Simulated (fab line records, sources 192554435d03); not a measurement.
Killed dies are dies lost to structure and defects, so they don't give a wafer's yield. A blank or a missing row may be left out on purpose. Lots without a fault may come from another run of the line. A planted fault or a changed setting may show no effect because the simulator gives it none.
Chamber matching | flow n5_finfet | N5_BEOL_M8_ETCH_72 on rie_diel-04: 4 sister chambers
The step etches underlayer in N2/H2, target depth 6.5 nm, time 5.2 s. 8 wafers are shown with their chamber, then 9 later ones without.

WAFERS WITH THEIR CHAMBER
wafer  | chamber | drypump_motor_current_A (A) | showerhead_plenum_p_Torr (Torr)
L082.1 | 1       | 5.4                         | 2.59
L083.3 | 0       | 5.2                         | 2.47
L083.5 | 3       | 6.5                         | 2.61
L087.3 | 3       | 6.5                         | 2.60
L087.5 | 1       | 5.3                         | 2.58
L089.2 | 2       | 5.8                         | 2.48
L089.4 | 0       | 5.3                         | 2.47
L089.5 | 2       | 5.8                         | 2.48

WAFERS WITHOUT THEIR CHAMBER
wafer  | drypump_motor_current_A (A) | showerhead_plenum_p_Torr (Torr)
L093.2 | 5.4                         | 2.58
L093.4 | 6.5                         | 2.60
L093.6 | 6.5                         | 2.60
L095.1 | 5.4                         | 2.57
L095.3 | 5.2                         | 2.46
L095.6 | 5.2                         | 2.46
L097.1 | 5.8                         | 2.47
L097.3 | 5.2                         | 2.46
L097.6 | 5.2                         | 2.46

WHICH CHAMBER EACH WENT THROUGH
wafer  | from the rows above | in truth
L093.2 | 1                   | 1
L093.4 | 3                   | 3
L093.6 | 3                   | 3
L095.1 | 1                   | 1
L095.3 | 0                   | 0
L095.6 | 0                   | 0
L097.1 | 2                   | 2
L097.3 | 0                   | 0
L097.6 | 0                   | 0
Placed correctly: 9 of 9. Can't be placed from these rows: 0. Placed wrongly: 0.
How it was worked out, from the rows above alone: a wafer's distance from a chamber is the root of the sum, over the readings, of the square of ((its reading less the chamber's mean) divided by the reading's scatter). The wafer belongs to the nearest chamber; if the next one is less than 2 further off, it can't be placed. A chamber's mean is the mean of its shown wafers. The scatter: the root of (the sum of the squares of (reading less its chamber's mean) over the shown wafers, divided by (wafers less chambers)).
